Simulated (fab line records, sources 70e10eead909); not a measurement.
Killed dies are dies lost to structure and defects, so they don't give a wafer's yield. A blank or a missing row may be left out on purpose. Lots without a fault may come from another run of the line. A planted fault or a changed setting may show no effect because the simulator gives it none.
Which tool did it? | flow nand_harc | 11 lots, 33 wafers sampled, at 4 steps of a route of 1159

WHAT THE GAUGES READ, wafer by wafer
NHARC_P_M1_CD_MEAS_09: target cd 130 nm.
lot  | measured     | on        | cd_nm (nm)
L824 | day 6 20:34  | cd_sem-02 | 130.5 131.2 130.2
L825 | day 6 21:30  | cd_sem-02 | 130.6 130.1 130.8
L828 | day 7 03:15  | cd_sem-02 | 130.5 130.2 131.1
L832 | day 8 08:33  | cd_sem-01 | 130.5 129.7 129.9
L834 | day 8 13:39  | cd_sem-03 | 129.7 130.7 129.4
L836 | day 9 06:53  | cd_sem-01 | 129.3 129.9 129.7
L837 | day 9 19:43  | cd_sem-02 | 131.1 131.3 130.5
L841 | day 10 12:56 | cd_sem-03 | 130.3 130.1 130.3
L843 | day 10 20:43 | cd_sem-02 | 130.6 129.8 130.5
L844 | day 10 21:13 | cd_sem-01 | 130.2 131.5 130.2
L845 | day 11 15:04 | cd_sem-02 | 129.1 129.4 130.0

WHICH TOOL RAN EACH LOT (tool, then ch and the chambers of the sampled wafers, then the start)
lot  | NHARC_P_CONTACT_PVD_32                  | NHARC_P_M0_DESCUM_14               | NHARC_P_M0_ETCH_34
L824 | pvd_sputter-03, day 6 16:41 or earlier  | rie_diel-03 ch 0,1,3, day 6 16:41  | rie_diel-03 ch 0,1,2, day 6 16:45
L825 | pvd_sputter-01, day 6 17:18 or earlier  | rie_diel-03 ch 0,2, day 6 17:18    | rie_diel-03 ch 1,2,3, day 6 17:23
L828 | pvd_sputter-02, day 6 23:13 or earlier  | rie_diel-03 ch 0,1,2, day 6 23:13  | rie_diel-03 ch 1,2,3, day 6 23:18
L832 | pvd_sputter-03, day 8 04:39 or earlier  | rie_diel-03 ch 0,3, day 8 04:39    | rie_diel-03 ch 1,3, day 8 04:45
L834 | pvd_sputter-03, day 8 09:25 or earlier  | rie_diel-03 ch 1,3, day 8 09:25    | rie_diel-03 ch 0,1,3, day 8 09:33
L836 | pvd_sputter-02, day 9 02:59 or earlier  | rie_diel-03 ch 1,2, day 9 02:59    | rie_diel-03 ch 0,1,2, day 9 03:05
L837 | pvd_sputter-02, day 9 15:48 or earlier  | rie_diel-05 ch 0,1,2, day 9 15:48  | rie_diel-05 ch 0,1,3, day 9 15:53
L841 | pvd_sputter-01, day 10 09:04 or earlier | rie_diel-12 ch 0,2,3, day 10 09:04 | rie_diel-12 ch 1,2,3, day 10 09:09
L843 | pvd_sputter-03, day 10 16:49 or earlier | rie_diel-12 ch 0,1,3, day 10 16:49 | rie_diel-12 ch 0,2,3, day 10 16:53
L844 | pvd_sputter-03, day 10 17:13 or earlier | rie_diel-05 ch 0,3, day 10 17:13   | rie_diel-05 ch 1,2, day 10 17:18
L845 | pvd_sputter-02, day 11 11:06 or earlier | rie_diel-05 ch 0,2,3, day 11 11:06 | rie_diel-05 ch 1,2,3, day 11 11:10
- NHARC_P_CONTACT_PVD_32: deposits Ti, target thk 5 nm, time 17.7 s.
- NHARC_P_M0_DESCUM_14: chemistry O2, time 3 s.
- NHARC_P_M0_ETCH_34: etches the open film in N2/H2, target depth 40 nm, overetch 12 nm, time 43.94 s.

WHAT THE TOOLS THEMSELVES READ (means of the sampled wafers that have a number; where no wafer has one, the mark that the record gives instead)
NHARC_P_CONTACT_PVD_32.
lot  | tool           | throttle_valve_pct (%)
L824 | pvd_sputter-03 | 30.1
L825 | pvd_sputter-01 | 30.4
L828 | pvd_sputter-02 | 30.3
L832 | pvd_sputter-03 | 29.6
L834 | pvd_sputter-03 | 30.4
L836 | pvd_sputter-02 | 29.9
L837 | pvd_sputter-02 | 29.9
L841 | pvd_sputter-01 | 30.9
L843 | pvd_sputter-03 | 30.0
L844 | pvd_sputter-03 | 29.9
L845 | pvd_sputter-02 | 29.9

NHARC_P_M0_DESCUM_14.
lot  | tool        | drypump_motor_current_A (A) | o2_flow_sccm (sccm) | oes_product_au (a.u.) | rf_vpp_V (V) | showerhead_plenum_p_Torr (Torr) | throttle_valve_pct (%)
L824 | rie_diel-03 | 5.8                         | 200.0               | 0.996                 | 58.6         | 1.95                            | 11.311
L825 | rie_diel-03 | 5.9                         | 199.9               | 0.998                 | 58.2         | 1.99                            | 11.307
L828 | rie_diel-03 | 5.8                         | 199.9               | 0.993                 | 58.1         | 1.98                            | 11.322
L832 | rie_diel-03 | 5.7                         | 199.6               | 0.997                 | 57.9         | 1.95                            | 11.310
L834 | rie_diel-03 | 5.6                         | 200.0               | 0.999                 | 57.2         | 1.94                            | 11.310
L836 | rie_diel-03 | 5.6                         | 199.8               | 1.001                 | 58.1         | 1.96                            | 11.321
L837 | rie_diel-05 | 5.2                         | 200.0               | 1.000                 | 57.9         | 1.89                            | 11.307
L841 | rie_diel-12 | 5.8                         | 199.7               | 0.999                 | 57.1         | 1.79                            | 11.306
L843 | rie_diel-12 | 5.3                         | 200.3               | 1.002                 | 57.6         | 1.83                            | 11.317
L844 | rie_diel-05 | 5.3                         | 199.4               | 1.008                 | 57.9         | 1.85                            | 11.310
L845 | rie_diel-05 | 5.5                         | 200.1               | 1.009                 | 56.7         | 1.87                            | 11.305

NHARC_P_M0_ETCH_34.
lot  | tool        | drypump_motor_current_A (A) | h2_flow_sccm (sccm) | oes_product_au (a.u.) | rf_vpp_V (V) | run_length_s (s) | showerhead_plenum_p_Torr (Torr) | throttle_valve_pct (%)
L824 | rie_diel-03 | 5.8                         | 149.8               | 1.007                 | 432.4        | 65.3             | 2.11                            | 14.170
L825 | rie_diel-03 | 5.6                         | 150.2               | 0.986                 | 431.8        | 65.8             | 2.10                            | 14.171
L828 | rie_diel-03 | 5.6                         | 150.3               | 1.000                 | 432.0        | 65.6             | 2.10                            | 14.174
L832 | rie_diel-03 | 5.6                         | 150.3               | 1.001                 | 432.1        | 65.6             | 2.06                            | 14.172
L834 | rie_diel-03 | 5.8                         | 149.7               | 1.002                 | 431.6        | 61.7             | 2.08                            | 14.166
L836 | rie_diel-03 | 5.8                         | 150.1               | 0.999                 | 432.9        | 61.6             | 2.11                            | 14.162
L837 | rie_diel-05 | 5.5                         | 149.9               | 1.010                 | 428.9        | 65.4             | 1.97                            | 14.167
L841 | rie_diel-12 | 5.4                         | 149.7               | 1.000                 | 428.2        | 64.7             | 1.95                            | 14.178
L843 | rie_diel-12 | 5.9                         | 150.3               | 1.001                 | 426.7        | 64.9             | 1.91                            | 14.171
L844 | rie_diel-05 | 5.3                         | 149.6               | 1.009                 | 430.6        | 65.6             | 2.03                            | 14.163
L845 | rie_diel-05 | 5.6                         | 150.0               | 1.007                 | 429.0        | 65.2             | 1.99                            | 14.168

THE ANSWER, worked out from the rows above alone
Rule: what is usual is taken from the lots themselves. Put in order of their means at a reading, lots are off if they are a third of the lots or fewer, leave a main group of 4 or more, and stand apart from it by a gap of 3 or more times the standard deviation of the main group's means; of several such gaps the widest counts. A main group whose means are all the same, to the digits that the tables above print for the reading, isn't used. A lot without any number at a reading at which 4 lots or more have one is off too. The other lots that the step has rows for count as sound. The gauges are gone through in route order, then the tools' own readings, and for those a lot's mean is taken as printed above. The first step at which some lot is off is used, and at that step the reading that is off furthest; a lot without a number counts as furthest.
Off: L834, L836, at NHARC_P_M0_ETCH_34 (run_length_s). The main group: mean 65.3 s, standard deviation 0.34.
A tool fits if, at that step or a process step before it, it ran every lot that is off, and no sound lot after the first of them. NHARC_P_CONTACT_PVD_32 gives no start for some lots, so the hours and the order of its lots are those of NHARC_P_M0_DESCUM_14. One fits: rie_diel-03 at NHARC_P_M0_DESCUM_14 and NHARC_P_M0_ETCH_34. At NHARC_P_M0_DESCUM_14 its last sound lot is L832 (day 8 04:39), its first lot that is off L834 (day 8 09:25): a fault that began between those two fits.

WHAT THE SIMULATOR HAD PUT IN
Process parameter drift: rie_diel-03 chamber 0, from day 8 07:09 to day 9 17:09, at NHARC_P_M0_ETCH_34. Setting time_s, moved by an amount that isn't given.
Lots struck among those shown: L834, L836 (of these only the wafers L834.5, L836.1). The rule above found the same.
